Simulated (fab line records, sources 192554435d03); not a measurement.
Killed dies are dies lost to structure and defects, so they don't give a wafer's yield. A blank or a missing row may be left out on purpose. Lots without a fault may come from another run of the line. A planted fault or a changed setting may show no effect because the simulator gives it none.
Split-lot experiment | flow n5_finfet | 7 lots, 21 wafers read, on a route of 1938 steps

THE SPLIT
At N5_BEOL_M14_ILD_DEP_00 (deposits SiO2 from TEOS/O2, target thk 1119.3 nm, time 237.4 s), the setting time_s was moved away from the recipe's 237.4 s on 4 of the 21 wafers read, by -5.4% to +13.1%. The other wafers ran this setting at the recipe's value.

The file shows no step between the split and the reading.

THE READING
M14_ILD_THK, in nm, at N5_BEOL_M14_THK_MEAS_01. Fault-free wafers of this fab line usually give 1110 nm, standard deviation 15 nm.

wafer  | tool, chamber at the split | time_s as run, s | against the recipe | M14_ILD_THK, nm | against lot-mates on the recipe
L074.2 | pecvd-02, 1                | 237.4            | recipe             | 1121            | -
L074.3 | pecvd-02, 0                | 237.4            | recipe             | 1094            | -
L074.5 | pecvd-02, 1                | 237.4            | recipe             | 1121            | -
L081.3 | pecvd-03, 1                | 237.4            | recipe             | 1098            | -
L081.4 | pecvd-03, 2                | 237.4            | recipe             | 1132            | -
L081.5 | pecvd-03, 1                | 237.4            | recipe             | 1109            | -
L084.1 | pecvd-01, 0                | 237.4            | recipe             | 1110            | -
L084.4 | pecvd-01, 0                | 237.4            | recipe             | 1130            | -
L084.6 | pecvd-01, 2                | 224.5            | -5.4%              | 1067            | -53
L092.1 | pecvd-03, 0                | 237.4            | recipe             | 1099            | -
L092.3 | pecvd-03, 2                | 237.4            | recipe             | 1113            | -
L092.4 | pecvd-03, 0                | 237.4            | recipe             | 1118            | -
L088.2 | pecvd-03, 2                | 237.4            | recipe             | 1120            | -
L088.5 | pecvd-03, 2                | 268.4            | +13.1%             | 1278            | +168
L088.6 | pecvd-03, 1                | 237.4            | recipe             | 1100            | -
L089.2 | pecvd-01, 0                | 237.4            | recipe             | 1111            | -
L089.5 | pecvd-01, 0                | 257.6            | +8.5%              | 1220            | +111
L089.6 | pecvd-01, 1                | 237.4            | recipe             | 1107            | -
L093.1 | pecvd-03, 1                | 237.4            | recipe             | 1099            | -
L093.5 | pecvd-03, 2                | 252.5            | +6.4%              | 1213            | +108
L093.6 | pecvd-03, 1                | 237.4            | recipe             | 1112            | -

THE FIT
A straight line over all 21 wafers: M14_ILD_THK changes by +12.6 nm for each +1% of time_s; r = +0.97; the points scatter about the line by 12 nm.
The same after taking each lot's own level away (the mean of its wafers on the recipe; 21 wafers): +13 nm for each +1%; r = +0.97; scatter 12 nm.
On that fit, the largest move of time_s shifts the reading by 1.7e+02 nm.
The lots' own levels span 1105.5 to 1120.0 nm, that is 1.0 times the standard deviation above.
So the lot-to-lot level changes the slope little: the two slopes agree.
Check: with one of the wafers moved furthest among these (+13.1%) left out of the fit, the line predicts +176 nm for it against its lot-mates. It came out at +168 nm against them.

OTHER SPLITS ON THESE WAFERS
These wafers also went through other splits before the reading. Each is held against what the fit with the lots' levels taken away leaves over:
other split on the same wafers | wafers away from the commonest value | r with M14_ILD_THK (lot level and that fit taken away)
N5_BEOL_M12_SPUTTER_44 time_s  | 7                                    | +0.01

THE WHOLE CHAIN: every reading that the file lists as answering this split, in the file's order
step                    | what it does                                                   | reading                                                                             | change (the file's fit)              | r (the file's)
N5_BEOL_M14_ILD_DEP_00  | deposits SiO2 from TEOS/O2, target thk 1119.3 nm, time 237.4 s | SiO2_of_BEOL_M14_ILD_DEP_00.thk_nm (the simulator's own value, which no gauge read) | +13.1 nm for each +1% of the setting | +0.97
N5_BEOL_M14_THK_MEAS_01 |                                                                | M14_ILD_THK                                                                         | +13.1 for each +1% of the setting    | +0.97
N5_BEOL_M14_VIA_ETCH_16 | etches SiO2 in C4F8/O2/Ar, target depth 1231.3 nm              | etch.depth_nm (the simulator's own value, which no gauge read)                      | +13.1 nm for each +1% of the setting | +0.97
N5_BEOL_M14_VIA_ETCH_16 | etches SiO2 in C4F8/O2/Ar, target depth 1231.3 nm              | coat_of_BEOL_M14_COAT_04.thk_nm (the simulator's own value, which no gauge read)    | -2.72 nm for each +1% of the setting | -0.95

THE FILE'S OWN FIT
M14_ILD_THK changes by +13.1 nm for each +1% of time_s, r = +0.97.
